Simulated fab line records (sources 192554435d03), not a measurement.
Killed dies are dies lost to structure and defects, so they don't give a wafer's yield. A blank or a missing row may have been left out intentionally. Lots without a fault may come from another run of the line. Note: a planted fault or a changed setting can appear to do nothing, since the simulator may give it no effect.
Code-filled problem report in 8D (eight disciplines) form	flow n5Finfet	the parts of the form that need people (team, actions taken, sign-off) are left out

1. PROBLEM STATEMENT
A mean of 1397 is read at N5_FIN_SAQP_INSPECT_18 for rawDefectCount, taken on 1 wafer of 1 lot, against 413 (standard deviation 100) on wafers free of any fault. That puts it +9.8 standard deviations away from the usual mean.
The step: inspects for defects (brightfield).
First observed at day 4 22:32: wafer L687.4, on defectInspect-01. Wafers with a number at this step in the record: 9, from 3 lots. Rule for "out", or "out of limits": more than 4 standard deviations from the usual mean. The other wafers with a number count as sound.

2. WHAT THIS IS AND IS NOT
question	is	is not
which readings at this step	rawDefectCount	-
which lots	L687	L677, L696
which wafers of those lots	L687.4	L687.3, L687.5
read on which gauges	defectInspect-01	-
when	from day 4 22:32	up to then (5 sound wafers); but 3 sound wafers of L696 came after

3. WHAT RULES OUT EACH SUSPECT
Counting: if a tool at a process step up to the reading ran every lot that is out, it stays a suspect. Sound lots after the first of them don't rule it out here, since some wafers of a struck lot are sound.
- the gauge at N5_FIN_SAQP_INSPECT_18: ruled out. All the wafers that are out were read on defectInspect-01, but those of them that N5_FIN_SAQP_INSPECT_40 has rows for are out there too, on other tools.
- wetBench-06 at N5_FIN_SAQP_PRECLEAN_00 (cleans in SC1, time 60 s): kept. It ran the lot that is out, L687 (day 4 21:18); its last sound lot up to then is L677 (day 2 09:22).
- In wetBench-06 at N5_FIN_SAQP_PRECLEAN_00, the wafers that are out were processed in chamber 4 and their sound lot-mates in chambers 3, 6.
Remaining after the count: wetBench-06 at N5_FIN_SAQP_PRECLEAN_00.

4. THE CAUSE (what the simulator had put in)
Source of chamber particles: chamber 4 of wetBench-06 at N5_FIN_SAQP_PRECLEAN_00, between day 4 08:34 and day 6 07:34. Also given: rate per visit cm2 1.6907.
After counting, this tool was the only one left.

5. THE EFFECT CHAIN, in route order
Each row: a reading whose mean over the struck wafers that have a number lies more than 3 standard deviations from the usual. Readings are gone through only where the record gives a usual standard deviation; hours: the median, over the lots, of the time from a lot's start at the first step in this table giving one to that lot's start at this step; sigmas: the change measured in usual standard deviations.
hours	step	reading	usual	on struck wafers	change	sigmas
0	N5_FIN_SAQP_INSPECT_18	rawDefectCount	413	1397	+984	+9.8
5	N5_FIN_SAQP_INSPECT_40	rawDefectCount	227	1314	+1087	+16
5	N5_FIN_CUT_INSPECT_10	rawDefectCount	41	1126	+1085	+90
270	N5_PASSIVATION_PROBE_49	defectLimitedYield	91.5 %	81.5	-10.0	-7.7
270	N5_PASSIVATION_PROBE_49	killedAtFrontEnd	37	149	+112	+12
270	N5_PASSIVATION_PROBE_49	killedDies	101	218	+117	+7.8
270	N5_PASSIVATION_PROBE_49	killedOnRim	14	30	+16	+3.7
270	N5_PASSIVATION_PROBE_49	sort_bin_5_function	5.0 %	11.4	+6.4	+7.2
270	N5_PASSIVATION_PROBE_49	sortNPass	1079	962	-117	-7.3
270	N5_PASSIVATION_PROBE_49	sortYieldPct	91.4 %	81.5	-9.9	-7.1
Process steps it contains:
- N5_PASSIVATION_PROBE_49
Later measuring or inspecting steps at which every struck wafer that the step has a row for has a number for every such reading, and none has moved that far: N5_BEOL_M4_RC_MEAS_101.

6. WHAT WOULD HAVE CAUGHT IT SOONER
Counted from the fault's start at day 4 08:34, it took 14 hours until the first out-of-limits reading at a measuring or inspecting step in this record, taken at day 4 22:32.
Tool readings at N5_FIN_SAQP_PRECLEAN_00 with a usual standard deviation given in the record: none out on any struck wafer, hence no alarm at a limit of 4 standard deviations on them.
By day 4 22:32, every lot that is out (1) had started N5_FIN_SAQP_PRECLEAN_00 on wetBench-06. Holding the tool at that point would not have protected any of them.
